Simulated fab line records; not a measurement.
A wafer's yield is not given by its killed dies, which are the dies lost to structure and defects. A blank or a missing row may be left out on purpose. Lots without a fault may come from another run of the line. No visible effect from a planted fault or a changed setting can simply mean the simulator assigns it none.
What tool caused it? -- flow n5_finfet -- 9 lots, 27 wafers sampled, at 3 steps of a route of 1938

WHAT THE GAUGES SHOWED, per wafer
N5_BEOL_M9_INSPECT_30: inspects for defects (brightfield). Usual: raw_defect_count at 420, with a standard deviation of 86.
lot,measured,on,raw_defect_count,flag
L485,day 12 05:52,defect_inspect-01,428 369 390,
L487,day 12 10:41,defect_inspect-01,393 423 342,
L486,day 12 17:54,defect_inspect-02,578 670 454,
L489,day 12 20:49,defect_inspect-01,464 361 441,
L494,day 13 21:52,defect_inspect-02,346 292 355,
L502,day 16 08:16,defect_inspect-01,475 333 389,
L501,day 16 18:17,defect_inspect-01,328 336 389,
L506,day 17 13:36,defect_inspect-02,374 698 403,
L504,day 18 06:05,defect_inspect-02,443 639 478,

EACH LOT AND THE TOOL THAT RAN IT (in order: tool; ch and the chambers of the sampled wafers; start)
lot,N5_BEOL_M9_DESCUM_16,N5_BEOL_M9_STRIP_67
L485,"rie_diel-05 ch 0,2,3, day 12 04:43","rie_diel-05 ch 0,2,3, day 12 04:56"
L487,"rie_diel-02 ch 0,1,2, day 12 09:44","rie_diel-02 ch 0,1,2, day 12 09:58"
L486,"rie_diel-05 ch 0,2,3, day 12 16:57","rie_diel-05 ch 1,3, day 12 17:11"
L489,"rie_diel-02 ch 1,2,3, day 12 19:53","rie_diel-02 ch 1,2,3, day 12 20:07"
L494,"rie_diel-05 ch 0,1,2, day 13 20:55","rie_diel-05 ch 0,1,2, day 13 21:08"
L502,"rie_diel-05 ch 0,3, day 16 07:25","rie_diel-05 ch 0,3, day 16 07:39"
L501,"rie_diel-05 ch 0,1, day 16 14:34","rie_diel-05 ch 0,1, day 16 14:48"
L506,"rie_diel-05 ch 1,2,3, day 17 12:26","rie_diel-05 ch 1,2,3, day 17 12:40"
L504,"rie_diel-03 ch 0,3, day 18 05:13","rie_diel-03 ch 0,3, day 18 05:26"
- N5_BEOL_M9_DESCUM_16: chemistry O2, time 7.9 s.
- N5_BEOL_M9_STRIP_67: strips in CF4.

AS READ BY THE TOOLS THEMSELVES (means over the sampled wafers that have a number; for cases with no such wafer, the mark the record gives instead)
N5_BEOL_M9_DESCUM_16. Usual: chamber_pressure_mTorr 19.998 mTorr, standard deviation 0.019; drypump_motor_current_A 5.8 A, standard deviation 0.45; oes_product_au 0.79 a.u., standard deviation 0.088; rf_vpp_V 242.8 V, standard deviation 1.2; showerhead_plenum_p_Torr 2.07 Torr, standard deviation 0.057; throttle_valve_pct 20.49 %, standard deviation 0.2.
lot,tool,chamber_pressure_mTorr (mTorr),drypump_motor_current_A (A),oes_product_au (a.u.),rf_vpp_V (V),showerhead_plenum_p_Torr (Torr),throttle_valve_pct (%),flag
L485,rie_diel-05,20.002,6.1,0.78,243.6,2.06,20.47,
L487,rie_diel-02,19.988,5.5,0.84,242.6,2.06,20.55,
L486,rie_diel-05,19.987,6.1,0.78,243.5,2.06,20.48,
L489,rie_diel-02,19.989,5.9,0.76,242.4,2.01,20.55,
L494,rie_diel-05,19.995,5.8,0.81,242.6,2.08,20.34,
L502,rie_diel-05,19.971,6.2,0.80,243.5,2.06,20.52,
L501,rie_diel-05,19.994,5.5,0.87,243.6,2.10,20.20,
L506,rie_diel-05,20.008,6.0,0.79,242.8,2.07,20.52,
L504,rie_diel-03,19.991,5.8,0.73,244.6,2.16,20.55,

N5_BEOL_M9_STRIP_67. Usual: for chamber_pressure_mTorr, 50.00 mTorr with a standard deviation of 0.048; for drypump_motor_current_A, 5.8 A with a standard deviation of 0.45; for oes_product_au, 0.79 a.u. with a standard deviation of 0.083; for power_w, 300.0 W with a standard deviation of 0.85; for rf_vpp_V, 270.6 V with a standard deviation of 1.4; for showerhead_plenum_p_Torr, 1.77 Torr with a standard deviation of 0.045; for throttle_valve_pct, 13.63 % with a standard deviation of 0.24.
lot,tool,chamber_pressure_mTorr (mTorr),drypump_motor_current_A (A),oes_product_au (a.u.),power_w (W),rf_vpp_V (V),showerhead_plenum_p_Torr (Torr),throttle_valve_pct (%),flag
L485,rie_diel-05,50.02,6.1,0.77,300.5,269.8,1.77,13.65,
L487,rie_diel-02,49.96,5.5,0.83,300.7,270.7,1.76,13.60,
L486,rie_diel-05,50.00,6.0,0.78,299.8,272.0,1.79,13.67,
L489,rie_diel-02,49.96,5.9,0.76,300.6,269.3,1.72,13.68,
L494,rie_diel-05,50.05,5.8,0.81,300.2,270.5,1.78,13.47,
L502,rie_diel-05,49.98,6.2,0.80,299.7,270.3,1.77,13.67,
L501,rie_diel-05,50.03,5.5,0.85,298.3,271.5,1.79,13.25,
L506,rie_diel-05,49.96,6.0,0.79,300.1,270.6,1.77,13.65,
L504,rie_diel-03,49.95,5.8,0.73,300.5,272.0,1.86,13.78,

THE ANSWER, worked out from the rows above alone
Rule: lot off if the mean of its wafers having a number is beyond 3 standard deviations from the usual mean. Also off: a lot with no number at a reading for which 4 or more lots have one. The other lots that the step has rows for count as sound. First the gauges in route order, then the tools' own readings, where a lot's mean is used as printed above. At the first step where some lot is off, the reading lying furthest off is the one used; lots without a number count as furthest.
No lot is off on any of the readings shown, so nothing can be concluded from this.

WHAT THE SIMULATOR PUT IN
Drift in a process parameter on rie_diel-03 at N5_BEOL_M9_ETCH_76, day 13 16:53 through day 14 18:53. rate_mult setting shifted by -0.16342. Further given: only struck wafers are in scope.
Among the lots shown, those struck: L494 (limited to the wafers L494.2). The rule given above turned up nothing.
